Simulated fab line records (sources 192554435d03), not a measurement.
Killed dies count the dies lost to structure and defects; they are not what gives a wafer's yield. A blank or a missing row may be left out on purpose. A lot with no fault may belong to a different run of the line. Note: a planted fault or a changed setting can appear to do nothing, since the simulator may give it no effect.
Commonality check across tools ; flow n5_finfet ; Sample size 10 lots and 29 wafers

== WHY IT WAS OPENED ==
Of 10 lots, 2 have the reading TV_OVL flagged at N5_PASSIVATION_OVL_MEAS_60. No-fault wafers: 0 nm, standard deviation 6.3.
Rule: flag the lot when none of its wafers has a number, or when each of its wafers that has one lies beyond 4 standard deviations from that mean. As for the other lots, they are considered sound.

lot;measured;on;TV_OVL (nm), wafer by wafer;flag
L333;day 18 08:23;overlay-02;12 9 15;
L332;day 19 01:38;overlay-02;-3 -6 1;
L334;day 20 00:00;overlay-02;6 5 5;
L329;day 20 04:16;overlay-02;-8 -6 -1;
L339;day 20 10:43;overlay-01;2 -8 -6;
L336;day 21 19:56;overlay-01;-3 6 8;
L345;day 22 12:32;overlay-02;391 398 394;FLAGGED
L343;day 23 01:11;overlay-01;387 392 385;FLAGGED
L348;day 23 18:05;overlay-01;10 -8;
L351;day 24 17:26;overlay-01;2 -11 -13;
Average over the flagged lots: 391 nm; offset from the usual +391 nm, equal to +62 standard deviations.

== EACH LOT AND THE TOOL IT RAN ON ==
The record holds 2 process steps before the reading, out of a route of 1938 steps. Each cell gives the tool, then ch followed by the chambers the sampled wafers passed through, then the start.
lot;flag;N5_MIM_BOT_ETCH_ETCH_03;N5_PASSIVATION_EXPOSE_07
L333;;rie_metal-03 ch 0,1, day 18 05:25;krf_scanner-01 ch 0, day 18 08:11
L332;;rie_metal-03 ch 0, day 19 00:16;krf_scanner-01 ch 0, day 19 01:26
L334;;rie_metal-03 ch 0,1, day 19 19:00;krf_scanner-01 ch 0, day 19 23:47
L329;;rie_metal-01 ch 0,1, day 20 01:50;krf_scanner-02 ch 0, day 20 04:04
L339;;rie_metal-01 ch 0,1, day 20 09:20;krf_scanner-02 ch 0, day 20 10:30
L336;;rie_metal-02 ch 0,1, day 21 18:25;krf_scanner-02 ch 0, day 21 19:44
L345;FLAGGED;rie_metal-01 ch 0,1, day 22 10:15;krf_scanner-01 ch 0, day 22 12:20
L343;FLAGGED;rie_metal-02 ch 0,1, day 22 21:22;krf_scanner-01 ch 0, day 23 00:59
L348;;rie_metal-02 ch 0,1, day 23 14:44;krf_scanner-02 ch 0, day 23 17:53
L351;;rie_metal-01 ch 0,1, day 24 14:40;krf_scanner-02 ch 0, day 24 17:13
What the steps here do:
- N5_MIM_BOT_ETCH_ETCH_03: etches the open film in Cl2/BCl3, target depth 12 nm.
- N5_PASSIVATION_EXPOSE_07: exposes mask TV, defocus 0 nm, target cd 3000 nm.
- N5_PASSIVATION_OVL_MEAS_60

== FLAGGED OVER TOTAL, TOOL BY TOOL (the gauges that took the reading come last) ==
step;tool;lots run;flagged;share of the flagged lots;sound lots run after its first flagged lot
N5_MIM_BOT_ETCH_ETCH_03;rie_metal-01;4;1;some;1 (L351)
N5_MIM_BOT_ETCH_ETCH_03;rie_metal-02;3;1;some;1 (L348)
N5_MIM_BOT_ETCH_ETCH_03;rie_metal-03;3;0;none;-
N5_PASSIVATION_EXPOSE_07;krf_scanner-01;5;2;all;0
N5_PASSIVATION_EXPOSE_07;krf_scanner-02;5;0;none;-
N5_PASSIVATION_OVL_MEAS_60;overlay-01;5;1;some;2 (L348,L351)
N5_PASSIVATION_OVL_MEAS_60;overlay-02;5;1;some;0

== WHAT THE TABLE ALLOWS ==
1 row of the table ran every flagged lot: krf_scanner-01 at N5_PASSIVATION_EXPOSE_07.
- krf_scanner-01 at N5_PASSIVATION_EXPOSE_07 ran 5 lots, 2 of them flagged. Last sound lot L334 at day 19 23:47, first flagged lot L345 at day 22 12:20; a fault beginning in between fits.
One tool is left: krf_scanner-01 at N5_PASSIVATION_EXPOSE_07.

== WHAT HAD BEEN PUT IN BY THE SIMULATOR ==
Scanner matching overlay: krf_scanner-01, from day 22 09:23 on, at N5_PASSIVATION_EXPOSE_07. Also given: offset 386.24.
Lots struck among those shown: L345, L343. The rule above reached the same finding.
